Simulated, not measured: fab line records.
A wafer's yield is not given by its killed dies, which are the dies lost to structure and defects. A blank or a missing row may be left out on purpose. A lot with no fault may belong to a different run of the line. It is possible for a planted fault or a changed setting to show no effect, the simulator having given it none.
Shared-tool check + flow nand harc + Sampled: 11 lots, 33 wafers

THE REASON FOR OPENING IT
On 2 of the 11 lots, a flag is raised at NHARC_P_GATE_CD_MEAS_46 on the reading cd nm. No-fault wafers: 719.8 nm, standard deviation 1.9.
Rule: a lot gets a flag if all its wafers with a number sit over 4 standard deviations from that mean, or if no wafer of it has a number. As for the other lots, they are considered sound.

| lot  | measured     | on        | cd nm (nm), wafer by wafer | flag    |
|------|--------------|-----------|----------------------------|---------|
| L352 | day 5 18:51  | cd sem-03 | 723.1 724.2 723.5          |         |
| L353 | day 6 10:17  | cd sem-02 | 721.2 719.8 720.6          |         |
| L354 | day 6 19:11  | cd sem-02 | 718.0 717.2 718.6          |         |
| L357 | day 8 03:07  | cd sem-03 | 718.9 717.8 719.5          |         |
| L359 | day 8 18:20  | cd sem-01 | 721.6 719.8 721.7          |         |
| L363 | day 10 16:40 | cd sem-02 | 723.6 722.3 722.5          |         |
| L367 | day 12 00:13 | cd sem-03 | 703.0 702.3 702.8          | FLAGGED |
| L366 | day 12 01:02 | cd sem-03 | 719.1 720.4 719.1          |         |
| L369 | day 12 19:07 | cd sem-02 | 701.3 702.1 699.9          | FLAGGED |
| L372 | day 14 08:08 | cd sem-01 | 721.6 721.3 721.7          |         |
| L374 | day 15 00:46 | cd sem-02 | 722.9 723.3 723.1          |         |
On average the flagged lots' numbers are 701.9 nm, which is -17.9 nm against the usual, or -9 standard deviations.

TOOL THAT RAN EACH LOT
Before the reading, the record contains 3 process steps out of a 1302-step route. In each cell: the tool, then ch and the chambers that the sampled wafers went through, then the start.
| lot  | flag    | NHARC_P_GATE_ETCH_104              | NHARC_P_GATE_ETCH_114                         | NHARC_P_GATE_EXPOSE_43            |
|------|---------|------------------------------------|-----------------------------------------------|-----------------------------------|
| L352 |         | rie diel-02 ch 1,2,3, day 5 05:10  | rie diel-02 ch 0,2,3, day 5 18:42 or earlier  | krf scanner-04 ch 0, day 5 18:42  |
| L353 |         | rie diel-11 ch 1,2, day 5 20:26    | rie diel-11 ch 2,3, day 6 10:07 or earlier    | krf scanner-04 ch 0, day 6 10:07  |
| L354 |         | rie diel-02 ch 0,3, day 6 07:30    | rie diel-02 ch 0,2,3, day 6 19:02 or earlier  | krf scanner-03 ch 0, day 6 19:02  |
| L357 |         | rie diel-02 ch 1,2,3, day 7 13:14  | rie diel-02 ch 0,1,2, day 8 02:58 or earlier  | krf scanner-03 ch 0, day 8 02:58  |
| L359 |         | rie diel-04 ch 0,1,3, day 8 06:41  | rie diel-04 ch 0,2,3, day 8 18:10 or earlier  | krf scanner-04 ch 0, day 8 18:10  |
| L363 |         | rie diel-04 ch 0,2,3, day 10 04:59 | rie diel-04 ch 0,1,2, day 10 16:31 or earlier | krf scanner-01 ch 0, day 10 16:31 |
| L367 | FLAGGED | rie diel-02 ch 0,2, day 11 12:34   | rie diel-02 ch 0,2,3, day 12 00:04 or earlier | krf scanner-04 ch 0, day 12 00:04 |
| L366 |         | rie diel-11 ch 0,2, day 11 13:14   | rie diel-11 ch 0,2, day 12 00:52 or earlier   | krf scanner-01 ch 0, day 12 00:52 |
| L369 | FLAGGED | rie diel-11 ch 0,1,3, day 12 07:29 | rie diel-11 ch 0,2,3, day 12 18:58 or earlier | krf scanner-04 ch 0, day 12 18:58 |
| L372 |         | rie diel-11 ch 0,1,3, day 13 20:22 | rie diel-11 ch 0,2,3, day 14 07:58 or earlier | krf scanner-01 ch 0, day 14 07:58 |
| L374 |         | rie diel-02 ch 0,1, day 14 13:01   | rie diel-02 ch 0,1,3, day 15 00:36 or earlier | krf scanner-01 ch 0, day 15 00:36 |
What the steps here do:
- NHARC_P_GATE_ETCH_104: etches the open film in CF4/CHF3, target depth 60 nm.
- NHARC_P_GATE_ETCH_114: etches the open film in CF4/O2, target depth 30 nm, overetch 3 nm, time 16.5 s.
- NHARC_P_GATE_EXPOSE_43: exposes mask P NSD, target cd 720 nm.
- NHARC_P_GATE_CD_MEAS_46: target cd 720 nm.

FLAGGED AGAINST TOTAL, ONE TOOL AT A TIME (gauges that did the reading follow at the end)
| step                    | tool           | lots run | flagged | share of the flagged lots | sound lots run after its first flagged lot |
|-------------------------|----------------|----------|---------|---------------------------|--------------------------------------------|
| NHARC_P_GATE_ETCH_104   | rie diel-02    | 5        | 1       | some                      | 1 (L374)                                   |
| NHARC_P_GATE_ETCH_104   | rie diel-04    | 2        | 0       | none                      | -                                          |
| NHARC_P_GATE_ETCH_104   | rie diel-11    | 4        | 1       | some                      | 1 (L372)                                   |
| NHARC_P_GATE_ETCH_114   | rie diel-02    | 5        | 1       | some                      | 1 (L374)                                   |
| NHARC_P_GATE_ETCH_114   | rie diel-04    | 2        | 0       | none                      | -                                          |
| NHARC_P_GATE_ETCH_114   | rie diel-11    | 4        | 1       | some                      | 1 (L372)                                   |
| NHARC_P_GATE_EXPOSE_43  | krf scanner-01 | 4        | 0       | none                      | -                                          |
| NHARC_P_GATE_EXPOSE_43  | krf scanner-03 | 2        | 0       | none                      | -                                          |
| NHARC_P_GATE_EXPOSE_43  | krf scanner-04 | 5        | 2       | all                       | 0                                          |
| NHARC_P_GATE_CD_MEAS_46 | cd sem-01      | 2        | 0       | none                      | -                                          |
| NHARC_P_GATE_CD_MEAS_46 | cd sem-02      | 5        | 1       | some                      | 1 (L374)                                   |
| NHARC_P_GATE_CD_MEAS_46 | cd sem-03      | 4        | 1       | some                      | 1 (L366)                                   |
NHARC_P_GATE_ETCH_114: start missing for some lots; hours and lot order therefore follow NHARC_P_GATE_EXPOSE_43.

WHAT THE TABLE PERMITS
All flagged lots share 1 row of the table, namely krf scanner-04 at NHARC_P_GATE_EXPOSE_43.
- krf scanner-04 at NHARC_P_GATE_EXPOSE_43: 2 of its 5 lots flagged. Last sound lot L359 at day 8 18:10, first flagged lot L367 at day 12 00:04; a fault beginning in between fits. Its own readings (exposure dose mJ cm2) fall more than 4 standard deviations out on all wafers of the flagged lots.
What remains is a single tool, krf scanner-04 at NHARC_P_GATE_EXPOSE_43.

WHAT THE SIMULATOR HAD INSERTED
Drift in process parameters on krf scanner-04 at NHARC_P_GATE_EXPOSE_43, starting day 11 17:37. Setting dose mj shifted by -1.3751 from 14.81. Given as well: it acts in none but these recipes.
Lots struck among those shown: L367, L369. This agrees with what the rule above found.
